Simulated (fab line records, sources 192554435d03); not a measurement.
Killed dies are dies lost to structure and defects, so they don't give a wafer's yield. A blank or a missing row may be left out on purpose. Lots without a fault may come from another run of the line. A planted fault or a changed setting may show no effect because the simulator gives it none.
fab line records | flow n5_finfet
record lots=5 wafers=15 last_day=17
route steps=1938 shown SDB@357 BEOL_M4@1111 PASSIVATION@1936
lots that met no fault: from a run of the same line without faults
start_h: hours from the record's first day to the start of the lot's first wafer shown | wait_h: hours since the lot's step before | " the same as in the row above | L1.1+2: a row that stands for several wafers | - no value, or no start given | * or withheld: withheld | < > ~ a bound
route shown NAME@n: a module of which the file shows steps, and the number in the route of the first | usual: mean/standard deviation of fault-free wafers | same: alike in all rows | chamber/n: place in a boat | sites: the reading at each site | _std_site: their standard deviation | _edge_site: outer sites' mean less inner sites' | radius_mm: how far each site lies from the wafer's centre | mask NAME#n: copy n | behind: the tool/chamber that last shaped the wafer | hold: why the lot was held/for how many hours/how that ended | device: the transistor (n, p or np) that didn't switch | end of line: the same wafers' tests at the end of the route | a step without rows: its recipe alone | killed: dies lost to structure and defects at the first sort, not the wafer's yield | map: a wafer's dies, x killed, . not, _ none there
set.NAME: the setting as run; set.NAME@STEP: as run at that earlier step | model.NAME: the simulator's own value behind a step, which no gauge read
lots at some steps of the route; a table a step, a row a wafer
services: from which hour (start_h, from the record's first day; less than 0 if before it) a tool's chamber was out of use, for how many hours, and why
## steps
# step N5_SDB_OVL_MEAS_12
# recipe points_per_wafer=44
# usual SDB_OVL=0.1/0.69
# columns lot.wafer tool chamber start_h wait_h SDB_OVL[nm]
L184.1 overlay-01 0 70.03 0.0 -0.5
L184.5 " 0 " " 0.2
L184.6 " 0 " " 1.0
L185.1 overlay-02 0 75.19 0.0 1.7
L185.3 " 0 " " 0.3
L185.4 " 0 " " -0.3
L195.1 overlay-02 0 132.27 0.0 0.2
L195.3 " 0 " " 0.4
L195.6 " 0 " " 0.5
L199.2 overlay-01 0 155.17 0.0 0.0
L199.3 " 0 " " 1.7
L199.5 " 0 " " 1.3
L200.3 overlay-01 0 162.42 0.0 0.2
L200.5 " 0 " " 0.2
L200.6 " 0 " " -0.9
# step N5_SDB_INSPECT_13
# recipe mode=adi inspect_instrument=brightfield
# usual raw_defect_count=76/33
# columns lot.wafer tool chamber start_h wait_h raw_defect_count
L184.1 defect_inspect-01 - 70.05 0.0 31
L184.5 " - " " 57
L184.6 " - " " 46
L185.1 defect_inspect-02 - 75.21 0.0 48
L185.3 " - " " 135
L185.4 " - " " 60
L195.1 defect_inspect-02 - 132.29 0.0 68
L195.3 " - " " 76
L195.6 " - " " 53
L199.2 defect_inspect-01 - 155.20 0.0 117
L199.3 " - " " 79
L199.5 " - " " 92
L200.3 defect_inspect-01 - 162.44 0.0 44
L200.5 " - " " 63
L200.6 " - " " 95
# step N5_SDB_DESCUM_16
# recipe chemistry=O2 time_s=7.9 source_power_w=50 bias_power_w=20 pressure_mtorr=20 rf_frequency_hz=2.712e+07 temp_c=40 resist=CAR-ArF o2_flow_sccm=225
# usual bias_power_w=20.01/0.058 chamber_pressure_mTorr=19.999/0.018 drypump_motor_current_A=6.02/0.25 oes_product_au=0.78/0.071 rf_vpp_V=242.6/1.2 showerhead_plenum_p_Torr=2.05/0.058 temp_c=39.99/0.11 throttle_valve_pct=20.45/0.24
# columns lot.wafer tool chamber start_h wait_h bias_power_w chamber_pressure_mTorr drypump_motor_current_A oes_product_au rf_hours_counter_h rf_vpp_V showerhead_plenum_p_Torr temp_c throttle_valve_pct
L184.1 rie_diel-03 2 70.09 0.0 20.09 20.023 6.08 0.80 76 240.6 2.01 40.07 20.24
L184.5 " 2 " " 20.05 19.991 6.08 0.80 - 243.2 2.01 40.07 20.25
L184.6 " 3 " " 20.13 19.972 5.88 0.74 - 243.0 2.10 39.95 20.40
L185.1 rie_diel-03 2 75.51 0.3 20.02 20.005 6.07 0.80 77 242.1 2.00 40.06 20.25
L185.3 " 1 " " 20.01 20.004 5.92 0.76 129 242.9 2.01 39.85 20.76
L185.4 " 3 " " 20.03 20.012 5.85 0.75 185 243.7 2.10 39.80 20.40
L195.1 rie_diel-03 1 132.41 0.1 20.06 19.996 5.96 0.75 141 242.2 2.00 39.98 20.76
L195.3 " 2 " " 19.98 20.049 6.07 0.79 93 240.4 2.00 39.94 20.27
L195.6 " 0 " " 20.01 19.977 5.43 0.77 - 243.6 2.08 39.90 20.59
L199.2 rie_diel-03 3 155.33 0.1 19.93 20.005 5.86 0.74 201 243.4 2.10 40.04 20.41
L199.3 " 0 " " 20.02 20.001 5.43 0.76 146 243.7 2.08 40.04 20.61
L199.5 " 0 " " 20.02 19.980 5.45 0.76 - 243.4 2.08 40.09 20.60
L200.3 rie_diel-03 3 162.47 0.0 19.92 19.987 5.87 0.74 203 242.5 2.10 40.14 20.43
L200.5 " 2 " " 20.03 19.966 6.07 0.77 - 241.9 2.00 40.05 20.28
L200.6 " 3 " " 20.02 20.006 5.85 0.73 - 243.1 2.10 40.02 20.41
# step N5_SDB_ETCH_17
# recipe chemistry=CF4 target=SiARC target_depth_a=234 mask_material=CAR-ArF time_s=39 ion_energy_ev=80 pressure_mtorr=40 source_w=545 bias_w=36 Ar_flow_sccm=100 cf4_flow_sccm=100 ends=cleared
# usual bias_w=36.01/0.11 chamber_pressure_mTorr=40.00/0.037 drypump_motor_current_A=6.02/0.25 etch_rf_on_time_s=39.0/1.2 oes_product_au=0.66/0.061 rf_vpp_V=183.5/1.1 showerhead_plenum_p_Torr=2.10/0.055 throttle_valve_pct=15.64/0.23
# columns lot.wafer tool chamber start_h wait_h bias_w chamber_pressure_mTorr drypump_motor_current_A etch_rf_on_time_s oes_product_au rf_hours_counter_h rf_vpp_V showerhead_plenum_p_Torr throttle_valve_pct
L184.1 rie_diel-03 2 70.12 0.0 35.82 40.05 6.06 39.9 0.68 76 183.1 2.08 15.48
L184.5 " 2 " " 35.95 39.91 6.04 40.2 0.68 - 183.1 2.08 15.48
L184.6 " 3 " " 36.01 40.03 5.88 38.7 0.64 - 181.6 2.14 15.52
L185.1 rie_diel-03 2 75.54 0.0 35.86 40.01 6.06 39.9 0.68 77 183.6 2.08 15.47
L185.3 " 1 " " 36.06 40.04 5.93 40.5 0.63 129 181.4 2.06 15.85
L185.4 " 3 " " 36.01 40.00 5.87 38.4 0.64 185 184.0 2.14 15.53
L195.1 rie_diel-03 1 132.44 0.0 35.81 40.02 5.93 40.8 0.62 141 184.1 2.05 15.87
L195.3 " 2 " " 35.99 39.99 6.06 40.1 0.66 93 181.4 2.07 15.51
L195.6 " 0 " " 36.18 40.04 5.47 39.8 0.65 - 184.9 2.14 15.87
L199.2 rie_diel-03 3 155.37 0.0 35.97 40.04 5.85 38.2 0.63 201 182.4 2.13 15.56
L199.3 " 0 " " 35.89 40.00 5.43 38.7 0.65 146 186.0 2.14 15.90
L199.5 " 0 " " 36.03 39.95 5.45 39.2 0.65 - 185.3 2.14 15.90
L200.3 rie_diel-03 3 162.51 0.0 35.97 40.03 5.86 38.5 0.62 203 183.6 2.13 15.58
L200.5 " 2 " " 36.02 40.02 6.08 40.0 0.66 - 183.4 2.07 15.52
L200.6 " 3 " " 35.90 39.95 5.85 38.3 0.63 - 183.5 2.13 15.56
# step N5_SDB_ETCH_18
# recipe chemistry=N2/H2 target=SOC target_depth_a=1000 overetch_a=200 mask_material=SiARC temp_c=40 time_s=150 ion_energy_ev=200 pressure_mtorr=30 source_w=840 bias_w=150 n2_flow_sccm=200 h2_flow_sccm=200
# usual bias_w=150.0/0.39 chamber_pressure_mTorr=29.998/0.028 drypump_motor_current_A=6.03/0.24 oes_product_au=0.70/0.062 rf_vpp_V=522.4/2.1 showerhead_plenum_p_Torr=2.48/0.071 temp_c=40.01/0.12 throttle_valve_pct=17.78/0.26
# columns lot.wafer tool chamber start_h wait_h bias_w chamber_pressure_mTorr drypump_motor_current_A oes_product_au rf_hours_counter_h rf_vpp_V showerhead_plenum_p_Torr temp_c throttle_valve_pct
L184.1 rie_diel-03 2 70.16 0.0 149.9 29.976 6.05 0.72 76 521.2 2.45 39.92 17.69
L184.5 " 2 " " 150.2 30.036 6.06 0.72 - 521.6 2.45 39.95 17.68
L184.6 " 3 " " 149.8 30.033 5.89 0.66 - 522.1 2.51 40.12 17.47
L185.1 rie_diel-03 2 75.58 0.0 149.6 30.008 6.07 0.72 77 521.1 2.45 39.89 17.68
L185.3 " 1 " " 149.9 30.017 5.95 0.68 129 521.7 2.46 40.15 18.28
L185.4 " 3 " " 150.6 29.993 5.88 0.67 185 522.8 2.51 39.80 17.48
L195.1 rie_diel-03 1 132.48 0.0 149.9 30.034 5.93 0.67 142 520.7 2.45 40.01 18.29
L195.3 " 2 " " 150.6 29.975 6.07 0.71 93 522.5 2.44 39.98 17.70
L195.6 " 0 " " 150.0 29.984 5.49 0.69 - 523.8 2.52 39.87 17.88
L199.2 rie_diel-03 3 155.40 0.0 149.8 29.933 5.87 0.65 201 522.9 2.51 40.01 17.52
L199.3 " 0 " " 150.0 29.994 5.46 0.68 146 525.2 2.52 40.09 17.91
L199.5 " 0 " " 150.0 30.021 5.49 0.68 - 523.6 2.52 40.17 17.89
L200.3 rie_diel-03 3 162.54 0.0 149.7 29.978 5.87 0.65 203 523.0 2.51 39.87 17.51
L200.5 " 2 " " 150.1 29.989 6.07 0.70 - 523.5 2.44 40.04 17.73
L200.6 " 3 " " 150.2 30.009 5.86 0.66 - 523.1 2.50 40.21 17.51
# step N5_SDB_STRIP_19
# recipe chemistry=N2/H2 temp_c=40 n2_flow_sccm=200 h2_flow_sccm=200 rf_frequency_hz=6e+07
# step N5_SDB_STRIP_21
# recipe chemistry=CF4 resist=SiARC power_w=300 bias_power_w=75 pressure_mtorr=50 cf4_flow_sccm=150 rf_frequency_hz=6e+07
# usual bias_power_w=75.03/0.22 chamber_pressure_mTorr=49.99/0.046 drypump_motor_current_A=6.02/0.25 oes_product_au=0.77/0.069 rf_vpp_V=270.4/1.2 showerhead_plenum_p_Torr=1.76/0.043 throttle_valve_pct=13.61/0.25
# columns lot.wafer tool chamber start_h wait_h bias_power_w chamber_pressure_mTorr drypump_motor_current_A oes_product_au rf_hours_counter_h rf_vpp_V showerhead_plenum_p_Torr throttle_valve_pct
L184.1 rie_diel-03 2 70.29 0.0 74.95 50.01 6.07 0.81 76 270.3 1.73 13.37
L184.5 " 2 " " 74.88 50.06 6.08 0.80 - 270.8 1.73 13.38
L184.6 " 3 " " 74.81 49.99 5.83 0.73 - 270.8 1.79 13.51
L185.1 rie_diel-03 2 75.71 0.0 74.93 50.04 6.05 0.80 77 270.6 1.73 13.38
L185.3 " 1 " " 75.14 50.03 5.92 0.74 129 269.3 1.74 13.89
L185.4 " 3 " " 74.91 50.05 5.86 0.74 185 270.3 1.78 13.49
L195.1 rie_diel-03 1 132.61 0.0 75.17 50.03 5.94 0.74 142 270.4 1.74 13.91
L195.3 " 2 " " 75.12 50.02 6.06 0.78 93 268.1 1.72 13.41
L195.6 " 0 " " 74.80 50.02 5.44 0.76 - 271.3 1.80 13.87
L199.2 rie_diel-03 3 155.54 0.0 74.72 50.04 5.86 0.72 201 271.9 1.78 13.54
L199.3 " 0 " " 75.29 50.04 5.43 0.75 146 271.7 1.80 13.89
L199.5 " 0 " " 75.16 50.04 5.41 0.75 - 271.3 1.80 13.88
L200.3 rie_diel-03 3 162.68 0.0 74.82 49.96 5.88 0.72 203 271.0 1.78 13.54
L200.5 " 2 " " 74.90 50.03 6.05 0.77 - 269.8 1.72 13.44
L200.6 " 3 " " 75.27 50.06 5.88 0.72 - 271.2 1.78 13.54
# step N5_SDB_HM_OPEN_20
# recipe chemistry=CH3F/O2 target=SiNx mask_material=SOC target_depth_a=240 stop_on=poly-Si over_etch_frac=0.4 ion_energy_ev=120 pressure_mtorr=30 source_w=395 bias_w=73 Ar_flow_sccm=150 CH3F_flow_sccm=30 O2_flow_sccm=20
# usual O2_flow_sccm=20.00/0.06 bias_w=73.02/0.24 chamber_pressure_mTorr=30.003/0.025 drypump_motor_current_A=6.02/0.25 oes_product_au=0.64/0.058 rf_vpp_V=297/6.3 showerhead_plenum_p_Torr=1.96/0.057 throttle_valve_pct=16.37/0.2
# columns lot.wafer tool chamber start_h wait_h O2_flow_sccm bias_w chamber_pressure_mTorr drypump_motor_current_A oes_product_au rf_hours_counter_h rf_vpp_V showerhead_plenum_p_Torr throttle_valve_pct
L184.1 rie_diel-03 2 70.31 0.0 20.06 72.62 30.016 6.08 0.66 76 291 1.94 16.27
L184.5 " 2 " " 20.02 72.51 30.007 6.07 0.65 - 292 1.94 16.26
L184.6 " 3 " " 20.04 73.26 30.024 5.86 0.60 - 308 2.00 16.28
L185.1 rie_diel-03 2 75.73 0.0 19.91 72.91 30.006 6.06 0.66 77 289 1.94 16.27
L185.3 " 1 " " 20.10 73.14 30.021 5.93 0.62 129 297 1.90 16.49
L185.4 " 3 " " 19.97 72.92 30.034 5.85 0.62 185 307 2.00 16.28
L195.1 rie_diel-03 1 132.63 0.0 19.92 73.15 29.993 5.94 0.62 142 296 1.89 16.53
L195.3 " 2 " " 19.97 72.86 30.016 6.04 0.66 93 290 1.94 16.30
L195.6 " 0 " " 19.97 73.19 29.987 5.47 0.65 - 297 1.99 16.57
L199.2 rie_diel-03 3 155.56 0.0 20.02 73.01 30.005 5.88 0.61 201 306 2.00 16.29
L199.3 " 0 " " 20.04 72.75 30.026 5.45 0.62 146 297 1.99 16.59
L199.5 " 0 " " 19.89 73.05 30.019 5.43 0.63 - 297 1.99 16.58
L200.3 rie_diel-03 3 162.70 0.0 20.00 73.24 30.040 5.86 0.61 203 306 1.99 16.31
L200.5 " 2 " " 20.07 72.88 30.036 6.06 0.65 - 290 1.94 16.34
L200.6 " 3 " " 20.02 73.08 29.975 5.88 0.61 - 307 1.99 16.31
# step N5_SDB_STRIP_22
# recipe chemistry=N2/H2 power_w=1000 temp_c=250 h2_frac=0.65 overash_fraction=0.3 pressure_mtorr=withheld n2_flow_sccm=1750 h2_flow_sccm=3250
# step N5_SDB_PRECLEAN_23
# recipe chemistry=dHF time_s=30 temp_c=25 dilution=withheld
# step N5_SDB_DUMMY_REMOVE_24
# recipe chemistry=TMAH temp_c=70 target=poly-Si stop_on=SiO2 target_depth_nm=142 conc_wt_pct=5 time_s=57 dry=ipa_marangoni rinse_time_s=30 rinse_temp_c=23
# step N5_SDB_ETCH_25
# recipe chemistry=C4F6/O2 target=SiO2 target_depth_a=100 time_s=3.3 ion_energy_ev=250 mask_material=SiNx pressure_mtorr=30 source_w=345 bias_w=185 Ar_flow_sccm=300 C4F6_flow_sccm=10 O2_flow_sccm=10
# step N5_SDB_CUT_ETCH_26
# recipe chemistry=HBr/Cl2/O2 target=Si target_depth_a=1296 bt_time_s=20 mask_material=SiNx time_s=51.8 ion_energy_ev=* bias_w=* pressure_mtorr=10 icp_w=800 HBr_flow_sccm=150 Cl2_flow_sccm=80 O2_flow_sccm=12
# usual O2_flow_sccm=12.00/0.034 bias_w=* chamber_pressure_mTorr=10.001/0.0091 drypump_motor_current_A=5.7/0.38 oes_product_au=0.997/0.014 throttle_valve_pct=37.1/0.37
# columns lot.wafer tool chamber start_h wait_h O2_flow_sccm bias_w chamber_pressure_mTorr drypump_motor_current_A oes_product_au rf_hours_counter_h throttle_valve_pct model.SDB.feature_depth_nm model.etch.depth_nm model.SiNx_of_SDB_HM_DEP_00.thk_nm
L184.1 rie_si-04 1 70.70 0.1 12.00 * 10.015 5.9 1.006 56 37.2 134.4 134.5 21.2
L184.5 " 1 " " 11.99 * 10.002 5.8 1.010 - 37.3 135 135.1 20.8
L184.6 " 2 " " 12.05 * 9.993 5.5 1.010 - 36.9 135 134.9 20.4
L185.1 rie_si-02 0 76.44 0.1 12.00 * 10.013 6.0 1.009 114 37.0 130 129.9 22
L185.3 " 1 " " 11.96 * 9.992 5.7 1.015 75 37.3 132.4 132.3 21.4
L185.4 " 2 " " 11.93 * 10.008 5.6 0.980 131 36.9 130 130 23
L195.1 rie_si-02 0 133.02 0.1 12.05 * 9.976 6.1 1.014 116 37.0 140.6 140.7 19.4
L195.3 " 3 " " 11.96 * 10.004 5.3 0.993 116 36.7 134.4 134.4 22
L195.6 " 3 " " 12.02 * 9.998 5.3 0.998 - 36.6 134.2 134.2 22.6
L199.2 rie_si-05 3 155.96 0.1 12.02 * 10.002 4.9 0.983 0 38.0 132.6 132.5 21.6
L199.3 " 1 " " 11.98 * 10.005 5.7 0.990 106 36.7 132.2 132.2 21.6
L199.5 " 2 " " 12.06 * 10.004 6.7 0.971 - 36.8 127.2 127.2 23
L200.3 rie_si-04 2 163.20 0.1 11.93 * 9.988 5.5 1.006 7 36.9 134.8 134.8 21.8
L200.5 " 2 " " 11.96 * 10.011 5.5 1.010 - 36.9 134.4 134.4 21.6
L200.6 " 1 " " 12.01 * 9.996 5.8 1.004 - 37.2 135 134.9 22.8
# step N5_SDB_PRECLEAN_38
# recipe chemistry=dHF time_s=10 dilution=750:1 temp_c=25
# usual temp_c=24.99/0.11
# columns lot.wafer tool chamber start_h wait_h temp_c model.SiNx_of_SDB_HM_DEP_00.thk_nm
L184.1 wet_bench-06 0 70.81 0.1 25.00 21.2
L184.5 " 3 " " 25.03 20.8
L184.6 " 6 " " 24.99 20.4
L185.1 wet_bench-06 0 76.55 0.1 24.93 22
L185.3 " 1 " " 24.82 21.4
L185.4 " 2 " " 24.97 23
L195.1 wet_bench-04 1 133.13 0.1 24.83 19.4
L195.3 " 5 " " 24.91 22
L195.6 " 3 " " 25.00 22.6
L199.2 wet_bench-04 2 156.08 0.1 25.04 21.6
L199.3 " 6 " " 24.96 21.6
L199.5 " 0 " " 24.96 23
L200.3 wet_bench-04 4 163.31 0.1 25.04 21.8
L200.5 " 5 " " 24.96 21.4
L200.6 " 0 " " 25.01 22.6
# step N5_SDB_PRECLEAN_39
# recipe chemistry=O3/DIW time_s=45 temp_c=22 o3_ppm=10
# step N5_BEOL_M4_RC_MEAS_101
# usual DIBL_N=36.3/1.9 DIBL_P=36.6/2.4 IOFF_N=0.17/0.037 IOFF_P=0.23/0.04 ION_N=682/14 ION_P=468/8.6 SS_N=71.6/0.67 SS_P=73.4/0.71 VT_N=248/3.3 VT_P=-248.9/2.9
# columns lot.wafer tool chamber start_h wait_h DIBL_N[mV/V] DIBL_P[mV/V] IOFF_N[nA/um] IOFF_P[nA/um] ION_N[uA/um] ION_P[uA/um] SS_N[mV/dec] SS_P[mV/dec] VT_N[mV] VT_P[mV]
L185.1 prober-02 0 213.11 0.0 34.0 32.4 0.13 0.18 663 461 71.1 72.5 253 -250.6
L185.3 " 0 " " 38.0 39.1 0.22 0.28 677 462 73.1 74.2 244 -245.9
L185.4 " 0 " " 36.4 36.1 0.18 0.22 687 467 71.3 73.3 247 -248.1
L184.1 prober-01 0 213.53 0.0 35.6 37.3 0.14 0.21 662 459 71.8 72.9 252 -252.3
L184.5 " 0 " " 37.4 40.1 0.18 0.25 669 466 71.7 74.6 251 -250.5
L184.6 " 0 " " 35.8 37.3 0.16 0.21 689 469 71.6 73.3 249 -252.1
L195.1 prober-02 0 274.99 0.0 33.3 32.9 0.12 0.17 678 464 70.6 72.7 251 -253.3
L195.3 " 0 " " 35.3 36.6 0.17 0.23 694 469 72.0 73.9 248 -248.2
L195.6 " 0 " " 32.2 31.6 0.11 0.16 675 460 70.4 72.5 253 -254.2
L200.3 prober-01 0 296.00 0.3 35.3 34.3 0.15 0.19 674 462 71.1 73.1 249 -250.4
L200.5 " 0 " " 36.9 38.1 0.19 0.25 687 473 71.5 73.7 247 -247.7
L200.6 " 0 " " 37.0 37.3 0.18 0.23 676 461 71.7 73.1 248 -246.8
L199.2 prober-01 0 310.81 0.2 37.1 38.7 0.18 0.24 674 470 72.1 73.0 249 -248.1
L199.3 " 0 " " 38.8 39.6 0.21 0.25 682 461 72.6 74.0 245 -247.9
L199.5 " 0 " " 37.3 38.3 0.20 0.24 694 467 70.7 73.8 248 -248.0
# step N5_PASSIVATION_PROBE_49
# usual defect_limited_yield=91.2/1.5 killed_at_M0_to_M3=35/12 killed_at_M4_up=14/5.1 killed_at_contacts=13/6 killed_at_front_end=38/12 killed_at_other=4/3.5 killed_dies=104/18 killed_open=68/13 killed_short=33/8.1 sort_bin_5_function=5.2/1 sort_bin_6_memory=3.2/0.69 sort_n_pass=1076/18 sort_yield_pct=91.2/1.5
# same gross_dies=1180 killed_at_back_side=0 sort_bin_4_leakage[%]=0 sort_bin_8_speed[%]=0
# columns lot.wafer tool chamber start_h wait_h defect_limited_yield[%] killed_at_M0_to_M3 killed_at_M4_up killed_at_contacts killed_at_front_end killed_at_other killed_dies killed_open killed_short sort_bin_5_function[%] sort_bin_6_memory[%] sort_n_pass sort_yield_pct[%]
L184.1 prober-02 - 329.60 0.0 90.8 34 16 12 45 1 108 80 26 5.0 3.7 1072 90.8
L184.5 prober-02 - 329.80 0.2 89.1 48 17 11 53 0 129 87 40 5.7 5.0 1051 89.1
L184.6 prober-02 - 329.85 0.3 90.3 41 14 13 47 0 115 77 38 5.1 4.0 1065 90.3
L195.1 prober-02 - 377.05 0.0 92.8 15 15 12 41 2 85 66 19 3.6 3.2 1095 92.8
L195.3 prober-02 - 377.15 0.1 92.6 19 10 12 39 7 87 58 27 5.0 1.9 1093 92.6
L195.6 prober-02 - 377.30 0.3 91.4 33 10 17 37 5 102 61 41 5.2 3.1 1078 91.4
# killed by level:class
L184.1 BEOL_M2:geometric_particle:open=11 MOL_CONTACT_COAG:geometric_particle:open=11 FIN_SAQP:geometric_particle:open=7 STI_FIN_REVEAL:geometric_particle:open=7 FIN_SAQP:geometric_particle:short=5 DUMMY_GATE:geometric_particle:open=5 BEOL_M0:geometric_particle:open=5 ILD0:geometric_particle:open=4
L184.5 DUMMY_GATE:geometric_particle:open=12 BEOL_M3:geometric_particle:open=10 MOL_CONTACT_COAG:geometric_particle:open=10 FIN_SAQP:geometric_particle:open=9 STI_FIN_REVEAL:geometric_particle:open=9 BEOL_M2:geometric_particle:open=7 BEOL_M1:geometric_particle:open=6 BEOL_M0_SAQP:geometric_particle:open=6
L184.6 STI_FIN_REVEAL:geometric_particle:open=10 MOL_CONTACT_COAG:geometric_particle:open=10 BEOL_M4:geometric_particle:open=9 FIN_SAQP:geometric_particle:short=8 BEOL_M2:geometric_particle:open=8 DUMMY_GATE:geometric_particle:open=7 BEOL_M0:geometric_particle:open=7 BEOL_M0:geometric_particle:short=6
L195.1 STI_FIN_REVEAL:geometric_particle:open=17 MOL_CONTACT_COAG:geometric_particle:open=12 BEOL_M1:geometric_particle:open=6 BEOL_M4:geometric_particle:open=6 DUMMY_GATE:geometric_particle:open=5 FIN_SAQP:geometric_particle:open=4 GATE_CUT:geometric_particle:short=4 FIN_SAQP:geometric_particle:short=3
L195.3 MOL_CONTACT_COAG:geometric_particle:open=8 FIN_SAQP:geometric_particle:open=5 STI_FIN_REVEAL:geometric_particle:open=5 BEOL_M1:geometric_particle:open=5 BEOL_M2:geometric_particle:open=5 FIN_SAQP:geometric_particle:short=4 DUMMY_GATE:geometric_particle:open=4 MOL_CONTACT_COAG:geometric_particle:short=4
L195.6 MOL_CONTACT_COAG:geometric_particle:open=16 FIN_SAQP:geometric_particle:short=10 BEOL_M0_SAQP:geometric_particle:short=7 BEOL_M1:geometric_particle:open=7 BEOL_M2:geometric_particle:open=7 FIN_SAQP:geometric_particle:open=4 GATE_CUT:geometric_particle:short=4 BEOL_M3:geometric_particle:open=4
## services
# columns tool chamber start_h hours kind
rie_si-05 - 47.24 0.5 repair
rie_diel-03 - 83.71 14.6 pm
rie_si-05 2 84.23 6.8 repair
rie_diel-03 1 100.86 6.7 repair
rie_si-05 3 112.91 - clean
rie_si-05 3 112.91 - consumable_replace:focus_ring
rie_si-05 3 112.91 13.2 scheduled_down
rie_si-05 3 112.91 13.2 vent_cycle
rie_si-05 - 127.15 28.1 pm
## key
first_sign step=N5_SDB_CUT_ETCH_26 reading=bias_w direction=up sigmas=99+ usual=* struck=*
effect none on later readings
model_effect step=N5_SDB_CUT_ETCH_26 value=SDB.feature_depth_nm without=132.8 struck=140.6
model_effect step=N5_SDB_PRECLEAN_38 value=SiNx_of_SDB_HM_DEP_00.thk_nm without=22.6 struck=19.4
met_at N5_SDB_CUT_ETCH_26
struck_wafers L195.1
onset_between 76.44 133.02
fault kind=process_parameter_drift tool=rie_si-02 chamber=0 onset_h=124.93 steps=N5_SDB_CUT_ETCH_26 channel=bias_w offset=* shape=step end_h=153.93 acts_in=* stated=*
